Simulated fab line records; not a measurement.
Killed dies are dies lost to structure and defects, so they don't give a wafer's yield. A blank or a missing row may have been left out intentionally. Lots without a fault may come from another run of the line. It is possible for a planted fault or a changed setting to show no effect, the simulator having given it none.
Chamber matching ; flow n5-finfet ; rie-diel-01 running N5_BEOL_M13_VIA_ETCH_16: 4 sister chambers
The step etches SiOC in C4F8/O2/Ar, target depth 921.7 nm. 4 wafers are shown with their chamber, then 8 later ones without.

## WAFERS, EACH WITH ITS CHAMBER
wafer;chamber;showerhead-plenum-p-Torr (Torr)
L083.5;1;3.27
L089.3;2;3.46
L089.6;0;3.13
L092.2;3;3.53

## WAFERS WHOSE CHAMBER IS MISSING
wafer;showerhead-plenum-p-Torr (Torr)
L092.5;3.26
L092.6;3.12
L097.3;3.26
L097.4;3.12
L097.6;3.12
L096.3;3.53
L096.4;3.46
L096.5;3.12

## WHICH CHAMBER EACH WENT THROUGH
wafer;from the rows above;in truth
L092.5;1;1
L092.6;0;0
L097.3;1;1
L097.4;0;0
L097.6;0;0
L096.3;3;3
L096.4;2;2
L096.5;0;0
Correct placement for 8 of the 8. Number that these rows cannot place: 0. Wrongly placed: 0.
How it was worked out, from the rows above alone: a wafer's distance from a chamber is the root of the sum, over the readings, of the square of ((its reading less the chamber's mean) divided by the reading's scatter). The wafer belongs to the nearest chamber; if the next one is less than 2 further off, it can't be placed. Each chamber's mean is taken over the wafers shown for it. The scatter: root of mean squared gap, hidden wafer to nearest shown wafer, with one shown wafer a chamber.
